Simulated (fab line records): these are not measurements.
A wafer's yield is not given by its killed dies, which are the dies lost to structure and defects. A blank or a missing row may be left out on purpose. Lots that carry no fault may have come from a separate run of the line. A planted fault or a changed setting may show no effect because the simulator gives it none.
fab line records -- flow nand_harc
record: lots: 14, wafers: 42, last_day: 34
route steps=1302 shown P_M2@318 A_M0@1157 A_BONDPAD@1216 END@1302
lots with no fault: from the same line, run without faults
start_h: hours from the record's opening day to when the first of the lot's shown wafers began -- wait_h: time in hours since the lot's previous step -- " repeats the value in the row above -- L1.1+2: one row covering several wafers at once -- - no value, or no start given -- * or withheld: withheld -- < > ~ a bound
route shown NAME@n: a module of which the file shows steps, and the number in the route of the first -- usual: average and standard deviation across the fault-free wafers -- same: alike in all rows -- chamber/n: place in a boat -- sites: per-site readings -- _std_site: how widely they spread, as a standard deviation -- _edge_site: the outer-site mean with the inner-site mean subtracted -- radius_mm: for every site, how far away it sits from the centre of the wafer -- mask NAME#n: copy n -- behind: the most recent tool/chamber to have shaped the wafer -- hold: reason for holding the lot/hours on hold/outcome of the hold -- device: names the non-switching transistor (n, p or np) -- end of line: tests run on the same wafers once the route is complete -- a step with no rows: only its recipe -- killed: at the first sort, the dies lost to defects and structure; wafer yield is something else -- map: dies across one wafer; x = killed, . = not, _ = none there
set.NAME: the setting as run; set.NAME@STEP: as run at that earlier step -- model.NAME: the simulator's own value behind a step, which no gauge read
a sample of lots followed through the steps of the route, with each step as a table and each wafer as a row
services: a tool's chamber out of use, with start hour (start_h, from the record's first day; less than 0 if before it), hours out, and reason
== steps ==
step: NHARC_P_M2_DEP_00
recipe: target_thk_a: 1825, target_thk_nm: 182.5, temp_c: withheld, pressure_torr: 5, flow_sccm: 200, rf_w: 600, material: SiOC
lot.wafer,tool,chamber,start_h,wait_h
L811.3+5+6,pecvd-02,"2,1,0",130.83,-
L812.2+6+5,pecvd-03,"0,2,0",145.67,-
L814.2+6+5,pecvd-03,"0,1,0",156.71,-
L815.1+4+6,pecvd-02,"0,2,0",169.78,-
L816.1+3+5,pecvd-03,"2,0,1",180.33,-
L820.2+4+5,pecvd-03,"1,2,1",218.03,0.5
L823.2+4+5,pecvd-02,"1,1,2",254.64,-
L824.2+3+1,pecvd-02,"0,1,2",257.01,-
L829.1+6+4,pecvd-02,"2,2,0",313.17,-
L830.2+3+5,pecvd-03,"1,0,2",317.76,-
L831.3+4+6,pecvd-03,"1,2,0",329.20,-
L832.1+4+5,pecvd-03,"1,2,0",334.87,-
L834.3+6+4,pecvd-02,"2,0,2",356.98,-
L833.2+3+6,pecvd-01,"1,2,2",382.59,-
step: NHARC_A_M0_PRE_CLEAN_29
recipe: time_s: 30, temp_c: 280, gas: H2/He
usual: heater_power_w: 407/40
lot.wafer,tool,chamber,start_h,wait_h,heater_power_w
L811.3,pvd_sputter-02,-,-,-,458
L811.6,pvd_sputter-02,-,-,-,360
L811.5,pvd_sputter-02,-,-,-,420
L812.2,pvd_sputter-02,-,-,-,454
L812.5,pvd_sputter-02,-,-,-,358
L812.6,pvd_sputter-02,-,-,-,431
L814.2,pvd_sputter-02,-,-,-,349
L814.5,pvd_sputter-02,-,-,-,354
L814.6,pvd_sputter-02,-,-,-,421
L816.3,pvd_sputter-02,-,-,-,450
L816.1,pvd_sputter-02,-,-,-,357
L816.5,pvd_sputter-02,-,-,-,421
L815.4,pvd_sputter-02,-,-,-,439
L815.1,pvd_sputter-02,-,-,-,370
L815.6,pvd_sputter-02,-,-,-,430
L820.2,pvd_sputter-03,-,-,-,470
L820.4,pvd_sputter-03,-,-,-,354
L820.5,pvd_sputter-03,-,-,-,365
L830.3,pvd_sputter-01,-,-,-,461
L830.2,pvd_sputter-01,-,-,-,384
L830.5,pvd_sputter-01,-,-,-,449
L829.4,pvd_sputter-02,-,-,-,359
L829.1,pvd_sputter-02,-,-,-,422
L829.6,pvd_sputter-02,-,-,-,429
L831.4,pvd_sputter-01,-,-,-,405
L831.3,pvd_sputter-01,-,-,-,456
L831.6,pvd_sputter-01,-,-,-,404
L832.1,pvd_sputter-02,-,-,-,365
L832.4,pvd_sputter-02,-,-,-,351
L832.5,pvd_sputter-02,-,-,-,428
L834.3,pvd_sputter-02,-,-,-,355
L834.4,pvd_sputter-02,-,-,-,437
L834.6,pvd_sputter-02,-,-,-,355
L833.3,pvd_sputter-01,-,-,-,399
L833.2,pvd_sputter-01,-,-,-,389
L833.6,pvd_sputter-01,-,-,-,393
step: NHARC_A_M0_INSPECT_27
usual: raw_defect_count: 549/140
lot.wafer,tool,chamber,start_h,wait_h,raw_defect_count
L811.3,defect_inspect-01,-,519.00,0.0,603
L811.5,defect_inspect-01,-,519.00,0.0,579
L811.6,defect_inspect-01,-,519.00,0.0,601
L812.2,defect_inspect-01,-,532.11,0.0,408
L812.5,defect_inspect-01,-,532.11,0.0,424
L812.6,defect_inspect-01,-,532.11,0.0,374
L814.2,defect_inspect-01,-,544.89,0.0,621
L814.5,defect_inspect-01,-,544.89,0.0,526
L814.6,defect_inspect-01,-,544.89,0.0,635
L816.1,defect_inspect-01,-,558.04,0.0,710
L816.3,defect_inspect-01,-,558.04,0.0,694
L816.5,defect_inspect-01,-,558.04,0.0,609
L815.1,defect_inspect-01,-,558.82,0.0,606
L815.4,defect_inspect-01,-,558.82,0.0,742
L815.6,defect_inspect-01,-,558.82,0.0,608
L820.2,defect_inspect-02,-,600.63,0.0,410
L820.4,defect_inspect-02,-,600.63,0.0,439
L820.5,defect_inspect-02,-,600.63,0.0,474
L830.2,defect_inspect-01,-,696.02,0.0,648
L830.3,defect_inspect-01,-,696.02,0.0,589
L830.5,defect_inspect-01,-,696.02,0.0,757
L829.1,defect_inspect-01,-,714.16,0.0,395
L829.4,defect_inspect-01,-,714.16,0.0,427
L829.6,defect_inspect-01,-,714.16,0.0,463
L831.3,defect_inspect-01,-,720.17,0.0,765
L831.4,defect_inspect-01,-,720.17,0.0,930
L831.6,defect_inspect-01,-,720.17,0.0,819
L832.1,defect_inspect-02,-,728.78,0.0,509
L832.4,defect_inspect-02,-,728.78,0.0,647
L832.5,defect_inspect-02,-,728.78,0.0,828
L834.3,defect_inspect-01,-,750.59,0.0,417
L834.4,defect_inspect-01,-,750.59,0.0,486
L834.6,defect_inspect-01,-,750.59,0.0,539
L833.2,defect_inspect-01,-,785.84,0.0,355
L833.3,defect_inspect-01,-,785.84,0.0,321
L833.6,defect_inspect-01,-,785.84,0.0,480
step: NHARC_A_BONDPAD_OVL_MEAS_35
usual: overlay_x_nm: 1/5.2, overlay_y_nm: 0/7.6
lot.wafer,tool,chamber,start_h,wait_h,overlay_x_nm,overlay_y_nm
L811.3,overlay-02,-,525.09,-,0,0
L811.5,overlay-02,-,525.09,-,0,0
L811.6,overlay-02,-,525.09,-,0,-1
L812.2,overlay-01,-,538.20,-,5,-2
L812.5,overlay-01,-,538.20,-,6,-2
L812.6,overlay-01,-,538.20,-,6,-2
L814.2,overlay-02,-,551.19,-,2,10
L814.5,overlay-02,-,551.19,-,2,10
L814.6,overlay-02,-,551.19,-,1,10
L816.1,overlay-01,-,564.61,-,-2,1
L816.3,overlay-01,-,564.61,-,-3,1
L816.5,overlay-01,-,564.61,-,-2,1
L815.1,overlay-01,-,565.04,-,3,-4
L815.4,overlay-01,-,565.04,-,2,-5
L815.6,overlay-01,-,565.04,-,2,-5
L820.2,overlay-01,-,606.77,-,13,-4
L820.4,overlay-01,-,606.77,-,13,-4
L820.5,overlay-01,-,606.77,-,13,-4
L830.2,overlay-02,-,702.17,-,-7,13
L830.3,overlay-02,-,702.17,-,-7,12
L830.5,overlay-02,-,702.17,-,-7,12
L829.1,overlay-02,-,720.20,-,3,-11
L829.4,overlay-02,-,720.20,-,3,-11
L829.6,overlay-02,-,720.20,-,3,-11
L831.3,overlay-02,-,726.24,-,-1,-14
L831.4,overlay-02,-,726.24,-,0,-14
L831.6,overlay-02,-,726.24,-,-1,-13
L832.1,overlay-01,-,735.09,-,-2,-12
L832.4,overlay-01,-,735.09,-,-2,-12
L832.5,overlay-01,-,735.09,-,-1,-12
L834.3,overlay-02,-,756.75,-,-6,3
L834.4,overlay-02,-,756.75,-,-5,3
L834.6,overlay-02,-,756.75,-,-5,3
L833.2,overlay-02,-,791.96,-,0,-9
L833.3,overlay-02,-,791.96,-,0,-9
L833.6,overlay-02,-,791.96,-,1,-10
step: NHARC_END_SORT_01
recipe: temp_c: 25
usual: defect_limited_yield: 90.8/2.2, killed_at_array: 58/15, killed_at_other: 0.8/1.2, killed_at_periphery: 3.5/2.5, killed_dies: 62/15, killed_open: 3.2/1.7, killed_short: 2.4/1.5
same: gross_dies: 677
lot.wafer,tool,chamber,start_h,wait_h,hold,defect_limited_yield[%],killed_at_array,killed_at_other,killed_at_periphery,killed_dies,killed_open,killed_short
L812.2,prober-02,0,566.79,2.8,-,91.0,59,0,2,61,2,0
L812.5,prober-02,0,569.16,3.7,-,91.4,54,1,3,58,3,1
L812.6,prober-02,0,569.95,3.9,-,90.8,58,0,4,62,5,1
L815.1,prober-02,0,595.15,2.5,-,87.0,86,1,1,88,2,0
L815.4,prober-02,0,597.56,3.4,-,88.5,72,2,4,78,0,3
L815.6,prober-02,0,599.16,4.0,-,87.3,80,2,4,86,3,1
L816.1,prober-01,0,595.81,2.5,-,92.6,43,1,6,50,4,2
L816.3,prober-01,0,597.44,3.1,-,92.5,48,0,3,51,5,2
L816.5,prober-01,0,599.06,3.8,-,90.8,58,1,3,62,2,4
L820.2,prober-01,0,639.76,2.8,-,88.0,70,0,11,81,7,4
L820.4,prober-01,0,641.37,3.4,-,91.0,57,0,4,61,3,3
L820.5,prober-01,0,642.18,3.7,-,92.2,48,0,5,53,5,1
L823.2,prober-02,0,660.47,2.8,await_dispo/3.3h/scrap,0,80,0,597,677,2,3
L823.4,prober-02,0,662.04,3.4,await_dispo/3.3h/scrap,0,76,0,601,677,2,3
L823.5,prober-02,0,662.83,3.6,await_dispo/3.3h/scrap,0,78,0,599,677,3,2
L824.1,prober-02,0,708.06,2.5,await_dispo/1.0h/scrap,0,36,0,641,677,3,4
L824.2,prober-02,0,708.86,2.8,await_dispo/1.0h/scrap,0,24,0,653,677,3,3
L824.3,prober-02,0,709.66,3.1,await_dispo/1.0h/scrap,0,25,0,652,677,3,3
killed by level:class
L812.2 A_CHANNEL_HOLE_D2:chamber_film_flake=35 A_STAIRCASE:chamber_film_flake=10 A_ZERO_WELL:chamber_film_flake=4 A_WL_FILL:chamber_film_flake=3 A_CHANNEL_HOLE_D1:chamber_film_flake=2 A_CONTACT:chamber_film_flake=2 A_ONON_D1:geometric_particle:open=1 A_CHANNEL_FILL_D1:geometric_particle:open=1
L812.5 A_CHANNEL_HOLE_D2:chamber_film_flake=35 A_STAIRCASE:chamber_film_flake=4 A_ZERO_WELL:chamber_film_flake=3 A_WL_FILL:chamber_film_flake=3 A_CONTACT:chamber_film_flake=3 A_CHANNEL_HOLE_D1:chamber_film_flake=2 A_ONON_D1:geometric_particle:open=1 A_ONON_D2:geometric_particle:open=1
L812.6 A_CHANNEL_HOLE_D2:chamber_film_flake=34 A_STAIRCASE:chamber_film_flake=6 A_CONTACT:chamber_film_flake=4 A_ZERO_WELL:chamber_film_flake=3 A_WL_FILL:chamber_film_flake=3 A_CHANNEL_FILL_D1:chamber_film_flake=2 P_GATE:geometric_particle:open=1 A_SOURCE_PLATE:geometric_particle:open=1
L815.1 A_CHANNEL_HOLE_D1:chamber_film_flake=29 A_SLIT:chamber_film_flake=27 A_CHANNEL_HOLE_D2:chamber_film_flake=20 A_CONTACT:chamber_film_flake=3 A_STAIRCASE:chamber_film_flake=2 A_DECK1_JOINT:chamber_film_flake=2 A_CHANNEL_HOLE_D1:geometric_particle:open=1 A_CHANNEL_FILL_D2:geometric_particle:open=1
L816.1 A_CHANNEL_HOLE_D1:chamber_film_flake=24 A_CHANNEL_HOLE_D2:chamber_film_flake=12 P_ZERO_WELL:chamber_film_flake=2 A_ZERO_WELL:chamber_film_flake=2 A_CONTACT:chamber_film_flake=2 P_STI:geometric_particle:open=1 P_GATE:geometric_particle:open=1 P_CONTACT:geometric_particle:short=1
L816.3 A_CHANNEL_HOLE_D1:chamber_film_flake=30 A_CHANNEL_HOLE_D2:chamber_film_flake=7 A_CONTACT:chamber_film_flake=3 A_BLC:geometric_particle:open=2 P_M2:chamber_film_flake=2 A_ONON_D1:geometric_particle:short=1 A_ONON_D1:geometric_particle:open=1 A_CHANNEL_FILL_D1:geometric_particle:short=1
L815.4 A_SLIT:chamber_film_flake=23 A_CHANNEL_HOLE_D1:chamber_film_flake=22 A_CHANNEL_HOLE_D2:chamber_film_flake=19 A_CONTACT:chamber_film_flake=5 P_CONTACT:chamber_film_flake=2 THIN_TSV:chamber_film_flake=2 P_M0:geometric_particle:short=1 A_DECK1_JOINT:geometric_particle:short=1
L816.5 A_CHANNEL_HOLE_D1:chamber_film_flake=31 A_CHANNEL_HOLE_D2:chamber_film_flake=13 A_CONTACT:chamber_film_flake=4 A_M0:geometric_particle:open=2 A_SLIT:chamber_film_flake=2 A_WL_FILL:chamber_film_flake=2 P_CONTACT:geometric_particle:short=1 A_CHANNEL_FILL_D1:geometric_particle:short=1
L815.6 A_SLIT:chamber_film_flake=25 A_CHANNEL_HOLE_D2:chamber_film_flake=25 A_CHANNEL_HOLE_D1:chamber_film_flake=19 A_CONTACT:chamber_film_flake=3 A_DECK1_JOINT:chamber_film_flake=2 A_STAIRCASE:chamber_film_flake=2 THIN_TSV:chamber_film_flake=2 P_M1:geometric_particle:open=1
L820.2 A_SLIT:chamber_film_flake=26 A_CHANNEL_HOLE_D1:chamber_film_flake=10 A_STAIRCASE:chamber_film_flake=10 A_CHANNEL_HOLE_D2:chamber_film_flake=8 P_M1:chamber_film_flake=6 A_CONTACT:chamber_film_flake=4 P_GATE:chamber_film_flake=3 A_WL_FILL:geometric_particle:short=2
L820.4 A_SLIT:chamber_film_flake=28 A_CHANNEL_HOLE_D2:chamber_film_flake=10 A_CHANNEL_HOLE_D1:chamber_film_flake=4 P_M1:chamber_film_flake=3 A_STAIRCASE:chamber_film_flake=3 A_DECK1_JOINT:chamber_film_flake=2 A_CONTACT:chamber_film_flake=2 A_CHANNEL_FILL_D1:geometric_particle:short=1
L820.5 A_SLIT:chamber_film_flake=23 A_CHANNEL_HOLE_D2:chamber_film_flake=6 A_STAIRCASE:chamber_film_flake=4 A_CHANNEL_HOLE_D1:chamber_film_flake=3 P_ZERO_WELL:chamber_film_flake=2 A_M0:chamber_film_flake=2 P_M1:geometric_particle:open=1 A_CHANNEL_HOLE_D1:geometric_particle:open=1
L823.2 P_M2:area_dep=594 A_CHANNEL_HOLE_D1:chamber_film_flake=35 A_SLIT:chamber_film_flake=33 A_STAIRCASE:chamber_film_flake=3 P_BONDPAD:chamber_film_flake=2 A_DECK1_JOINT:chamber_film_flake=2 A_CHANNEL_FILL_D1:geometric_particle:short=1 A_ONON_D2:geometric_particle:short=1
L823.4 P_M2:area_dep=599 A_CHANNEL_HOLE_D1:chamber_film_flake=40 A_SLIT:chamber_film_flake=26 A_CHANNEL_FILL_D1:geometric_particle:short=2 A_CONTACT:chamber_film_flake=2 A_ONON_D1:geometric_particle:open=1 A_WL_FILL:geometric_particle:short=1 A_M0:geometric_particle:open=1
L823.5 P_M2:area_dep=595 A_SLIT:chamber_film_flake=33 A_CHANNEL_HOLE_D1:chamber_film_flake=33 P_BONDPAD:chamber_film_flake=2 A_STAIRCASE:chamber_film_flake=2 A_CONTACT:chamber_film_flake=2 A_ONON_D1:geometric_particle:open=1 A_ONON_D2:geometric_particle:short=1
L824.1 P_M2:area_dep=638 A_CHANNEL_HOLE_D1:chamber_film_flake=12 A_CONTACT:chamber_film_flake=5 A_SLIT:chamber_film_flake=4 A_SOURCE_PLATE:geometric_particle:short=2 A_BLC:geometric_particle:open=2 A_DECK1_JOINT:chamber_film_flake=2 A_CHANNEL_HOLE_D2:chamber_film_flake=2
L824.2 P_M2:area_dep=647 A_CHANNEL_HOLE_D1:chamber_film_flake=9 A_DECK1_JOINT:chamber_film_flake=4 A_CHANNEL_FILL_D1:chamber_film_flake=3 P_M0:geometric_particle:open=2 P_GATE:chamber_film_flake=2 P_CONTACT:geometric_particle:short=1 A_CHANNEL_HOLE_D1:geometric_particle:short=1
L824.3 P_M2:area_dep=644 A_CONTACT:chamber_film_flake=8 A_CHANNEL_HOLE_D1:chamber_film_flake=4 P_STI:chamber_film_flake=3 A_SLIT:chamber_film_flake=3 P_GATE:chamber_film_flake=2 A_CHANNEL_HOLE_D2:chamber_film_flake=2 P_CONTACT:geometric_particle:short=1
== services ==
tool,chamber,start_h,hours,kind
pecvd-03,-,185.11,13.0,pm
pvd_sputter-01,-,211.88,1.0,repair
pvd_sputter-01,-,214.40,1.0,repair
pvd_sputter-01,-,226.00,10.0,pm
pecvd-02,-,227.29,13.0,pm
pvd_sputter-02,-,258.19,1.1,repair
pvd_sputter-02,-,282.01,10.0,pm
pvd_sputter-01,-,302.94,0.7,repair
pecvd-02,-,306.57,1.1,repair
pecvd-03,-,366.24,13.0,pm
pecvd-02,-,408.35,13.0,pm
pvd_sputter-02,-,411.61,4.3,repair
pvd_sputter-02,-,460.01,10.0,pm
pecvd-03,-,501.58,6.1,repair
pvd_sputter-02,-,509.27,2.7,repair
pecvd-02,-,515.73,1.5,repair
pecvd-03,1,522.78,4.3,repair
pecvd-03,-,547.24,13.0,pm
pvd_sputter-02,-,552.91,0.8,repair
pecvd-02,-,589.35,13.0,pm
pvd_sputter-02,-,634.13,6.8,repair
pecvd-03,-,728.24,13.0,pm
pvd_sputter-02,-,735.36,1.2,repair
pecvd-02,-,770.35,13.0,pm
== key ==
first_sign: step: NHARC_END_SORT_01, reading: killed_at_periphery, direction: up, sigmas: 99+, usual: 3.5, struck: 623.8
effect: step: NHARC_END_SORT_01, reading: defect_limited_yield, direction: down, sigmas: 42, usual: 90.8, struck: 0
more_kills_born_at: NHARC_P_M2_DEP_00@pecvd-02: 3717
met_at NHARC_P_M2_DEP_00
struck_lots L823,L824
later_rows_left_out L823.2,L823.4,L823.5,L824.1,L824.2,L824.3
not_acting_at NHARC_A_M0_PRE_CLEAN_29,NHARC_A_M0_INSPECT_27,NHARC_A_BONDPAD_OVL_MEAS_35
onset_between 169.78 254.64
fault: kind: process_parameter_drift, tool: pecvd-02, chamber: -, onset_h: 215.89, steps: NHARC_P_M2_DEP_00, channel: target_thk_nm, offset: 80.77, shape: step, end_h: 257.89, acts_in: these_recipes_only, stated: 182.5
later_rows_left_out: the simulator's readings of these wafers behind a module that went badly wrong aren't trusted and aren't shown, but for the sort
